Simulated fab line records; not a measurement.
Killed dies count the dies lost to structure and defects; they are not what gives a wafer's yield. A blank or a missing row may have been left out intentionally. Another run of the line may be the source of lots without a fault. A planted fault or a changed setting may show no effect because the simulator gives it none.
What tool caused it? / flow n5Finfet / at 1 step of a route of 1938, 11 lots with 31 wafers sampled

## WHAT EACH GAUGE READ, for each wafer
N5_BEOL_M4_INSPECT_59: inspects for defects (darkfield).
lot=L531; measured=day 7 19:53; on=defectInspect-02; rawDefectCount=83 68 99
lot=L532; measured=day 8 01:16; on=defectInspect-01; rawDefectCount=69 106
lot=L533; measured=day 8 07:08; on=defectInspect-01; rawDefectCount=72 98 53
lot=L536; measured=day 9 12:37; on=defectInspect-02; rawDefectCount=80 75 81
lot=L544; measured=day 10 22:16; on=defectInspect-01; rawDefectCount=37 69
lot=L545; measured=day 11 04:01; on=defectInspect-01; rawDefectCount=59 38 31
lot=L546; measured=day 12 00:50; on=defectInspect-02; rawDefectCount=63 60 65
lot=L552; measured=day 13 06:26; on=defectInspect-02; rawDefectCount=75 90 44
lot=L550; measured=day 13 09:55; on=defectInspect-01; rawDefectCount=34 61 68
lot=L551; measured=day 13 13:05; on=defectInspect-01; rawDefectCount=52 54 35
lot=L553; measured=day 13 15:15; on=defectInspect-02; rawDefectCount=79 49 46

## WHAT TOOL EACH LOT RAN ON (gives the tool, then ch and the chambers of the sampled wafers, and finally the start)
Record: no process step prior to these readings.

## THE ANSWER, worked out from the rows above alone
Rule: usual is defined by the lots themselves. The widest of any qualifying gaps counts: lots, ordered by their means at a reading, are off when they make up no more than a third of the lots, leave a main group of 4 or more, and stand apart from it by 3 or more times the standard deviation of that group's means. If all means in a main group match to the digits the tables above print for the reading, that group is not used. A lot without any number at a reading at which 4 lots or more have one is off too. All remaining lots with rows at the step are treated as sound.
No lot is off on any of the readings shown, so nothing can be concluded from this.

## WHAT THE SIMULATOR HAD PUT IN
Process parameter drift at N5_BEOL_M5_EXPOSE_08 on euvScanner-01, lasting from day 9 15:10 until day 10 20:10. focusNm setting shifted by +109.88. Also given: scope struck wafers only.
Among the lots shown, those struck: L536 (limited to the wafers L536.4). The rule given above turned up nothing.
